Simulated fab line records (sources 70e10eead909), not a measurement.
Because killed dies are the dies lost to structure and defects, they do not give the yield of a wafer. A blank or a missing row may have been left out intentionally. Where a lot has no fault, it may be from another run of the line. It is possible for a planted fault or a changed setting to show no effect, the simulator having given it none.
Chamber matching	flow nand harc	3 sister chambers for NHARC_P_M0_DEP_32 on pecvd-03
The step deposits SiCN, target thk 30 nm. 3 wafers are shown with their chamber, then 7 later ones without.

## WAFERS, EACH WITH ITS CHAMBER
wafer	chamber	showerhead vpp V (V)
L086.2	1	1423
L086.6	0	1204
L089.4	2	1236

## WAFERS WITH NO CHAMBER GIVEN
wafer	showerhead vpp V (V)
L089.5	1422
L091.2	1440
L091.3	1199
L091.6	1209
L096.4	1245
L096.5	1387
L096.6	1207

## EACH ONE'S CHAMBER
wafer	from the rows above	in truth
L089.5	1	1
L091.2	1	1
L091.3	0	0
L091.6	can't be placed: 0 or 2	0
L096.4	2	2
L096.5	1	1
L096.6	can't be placed: 0 or 2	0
Correct placement for 5 of the 7. From these rows, 2 cannot be placed; in 2 the true chamber is one of the candidates. Number placed wrongly: 0.
How it was worked out, from the rows above alone: a wafer's distance from a chamber is the root of the sum, over the readings, of the square of ((its reading less the chamber's mean) divided by the reading's scatter). The wafer belongs to the nearest chamber; if the next one is less than 2 further off, it can't be placed. The mean given for a chamber averages the wafers shown for that chamber. The scatter: root of mean squared gap, hidden wafer to nearest shown wafer, with one shown wafer a chamber.
